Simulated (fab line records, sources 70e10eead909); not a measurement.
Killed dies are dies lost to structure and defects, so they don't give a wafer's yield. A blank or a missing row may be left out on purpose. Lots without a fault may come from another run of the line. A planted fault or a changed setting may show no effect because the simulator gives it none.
Which tool did it? | flow nand_harc | 6 lots, 18 wafers sampled, at 5 steps of a route of 1302

WHAT THE GAUGES READ, wafer by wafer
NHARC_END_SORT_01.
lot  | measured     | on        | defect_limited_yield (%)
L107 | day 25 21:14 | prober-02 | 91.4 89.5 90.7
L109 | day 26 03:17 | prober-01 | 91.1 92.2 90.3
L112 | day 27 22:52 | prober-02 | 90.1 89.5 91.0
L117 | day 29 01:52 | prober-01 | 93.5 94.8 96.6
L125 | day 33 06:53 | prober-02 | 88.6 94.4 89.1
L128 | day 33 15:07 | prober-02 | 95.9 88.3 91.3

WHICH TOOL RAN EACH LOT (tool, then ch and the chambers of the sampled wafers, then the start)
lot  | NHARC_THIN_TSV_STRIP_45              | NHARC_THIN_TSV_DEP_47           | NHARC_THIN_TSV_PRE_CLEAN_50             | NHARC_THIN_TSV_ANNEAL_58
L107 | plasma_asher-02 ch 0,1, day 25 02:32 | pecvd-02 ch 0,1,2, day 25 03:11 | pvd_sputter-01, day 25 15:07 or earlier | furnace-07 ch 0, day 25 15:07
L109 | plasma_asher-01 ch 0, day 25 09:17   | pecvd-01 ch 0,1,2, day 25 10:09 | pvd_sputter-03, day 25 18:41 or earlier | furnace-07 ch 0, day 25 18:41
L112 | plasma_asher-01 ch 0,1, day 27 08:44 | pecvd-01 ch 0,1, day 27 09:32   | pvd_sputter-03, day 27 16:44 or earlier | furnace-07 ch 0, day 27 16:44
L117 | plasma_asher-02 ch 0,1, day 28 09:37 | pecvd-01 ch 0,1,2, day 28 10:25 | pvd_sputter-03, day 28 19:47 or earlier | furnace-07 ch 0, day 28 19:47
L125 | plasma_asher-01 ch 0,1, day 32 13:03 | pecvd-02 ch 0,1,2, day 32 13:54 | pvd_sputter-02, day 32 23:56 or earlier | furnace-02 ch 0, day 32 23:56
L128 | plasma_asher-01 ch 0,1, day 33 00:14 | pecvd-01 ch 0,1,2, day 33 01:02 | pvd_sputter-02, day 33 08:16 or earlier | furnace-07 ch 0, day 33 08:16
- NHARC_THIN_TSV_STRIP_45: strips in O2.
- NHARC_THIN_TSV_DEP_47: deposits SiO2, target thk 200 nm.
- NHARC_THIN_TSV_PRE_CLEAN_50: time 30 s.
- NHARC_THIN_TSV_ANNEAL_58: time 1800 s.

THE ANSWER, worked out from the rows above alone
Rule: what is usual is taken from the lots themselves. Put in order of their means at a reading, lots are off if they are a third of the lots or fewer, leave a main group of 4 or more, and stand apart from it by a gap of 3 or more times the standard deviation of the main group's means; of several such gaps the widest counts. A main group whose means are all the same, to the digits that the tables above print for the reading, isn't used. A lot without any number at a reading at which 4 lots or more have one is off too. The other lots that the step has rows for count as sound.
Off: L117, at NHARC_END_SORT_01 (defect_limited_yield). The main group: mean 90.9 %, standard deviation 0.57.
A tool fits if, at a process step before that reading, it ran every lot that is off, and no sound lot after the first of them. The gauges at NHARC_END_SORT_01 are tried like those tools. NHARC_THIN_TSV_PRE_CLEAN_50 gives no start for some lots, so the hours and the order of its lots are those of NHARC_THIN_TSV_ANNEAL_58. Can't be told from this: 3 tools fit, plasma_asher-02 at NHARC_THIN_TSV_STRIP_45, pvd_sputter-03 at NHARC_THIN_TSV_PRE_CLEAN_50, prober-01 at NHARC_END_SORT_01.

WHAT THE SIMULATOR HAD PUT IN
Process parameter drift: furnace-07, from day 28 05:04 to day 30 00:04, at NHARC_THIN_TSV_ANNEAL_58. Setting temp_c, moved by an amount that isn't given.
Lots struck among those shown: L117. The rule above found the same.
